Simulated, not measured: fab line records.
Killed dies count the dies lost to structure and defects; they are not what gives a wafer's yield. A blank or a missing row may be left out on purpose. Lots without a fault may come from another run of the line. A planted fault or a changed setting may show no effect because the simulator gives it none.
Which tool is to blame? -- flow n5Finfet -- 11 lots (33 wafers sampled), 1 step of a 1938-step route

WHAT EACH GAUGE READ, for each wafer
N5_BEOL_M12_INSPECT_12: inspects for defects (macro).
lot,measured,on,rawDefectCount
L965,day 11 06:43,defectInspect-02,1 3 1
L966,day 11 09:14,defectInspect-01,5 4 1
L968,day 11 14:47,defectInspect-02,1 4 1
L967,day 11 15:06,defectInspect-02,5 1 2
L975,day 13 18:32,defectInspect-01,3 3 3
L979,day 14 10:45,defectInspect-02,3 1 8
L976,day 14 11:06,defectInspect-02,1 3 2
L981,day 15 07:05,defectInspect-02,4 1 2
L985,day 15 16:55,defectInspect-01,5 4 3
L983,day 15 17:36,defectInspect-02,2 2 1
L987,day 16 09:43,defectInspect-02,3 3 3

WHICH TOOL RAN EACH LOT (tool, then ch and the chambers of the sampled wafers, then the start)
There is no process step in the record ahead of these readings.

THE ANSWER, worked out from the rows above alone
Rule: usual is defined by the lots themselves. The widest of any qualifying gaps counts: lots, ordered by their means at a reading, are off when they make up no more than a third of the lots, leave a main group of 4 or more, and stand apart from it by 3 or more times the standard deviation of that group's means. Not used: any main group whose means are identical at the precision the tables above print for the reading. Also off: a lot with no number at a reading for which 4 or more lots have one. Any other lot the step has rows for is counted as sound.
No lot is off at any reading shown: from this, nothing can be told.

WHAT THE SIMULATOR HAD INSERTED
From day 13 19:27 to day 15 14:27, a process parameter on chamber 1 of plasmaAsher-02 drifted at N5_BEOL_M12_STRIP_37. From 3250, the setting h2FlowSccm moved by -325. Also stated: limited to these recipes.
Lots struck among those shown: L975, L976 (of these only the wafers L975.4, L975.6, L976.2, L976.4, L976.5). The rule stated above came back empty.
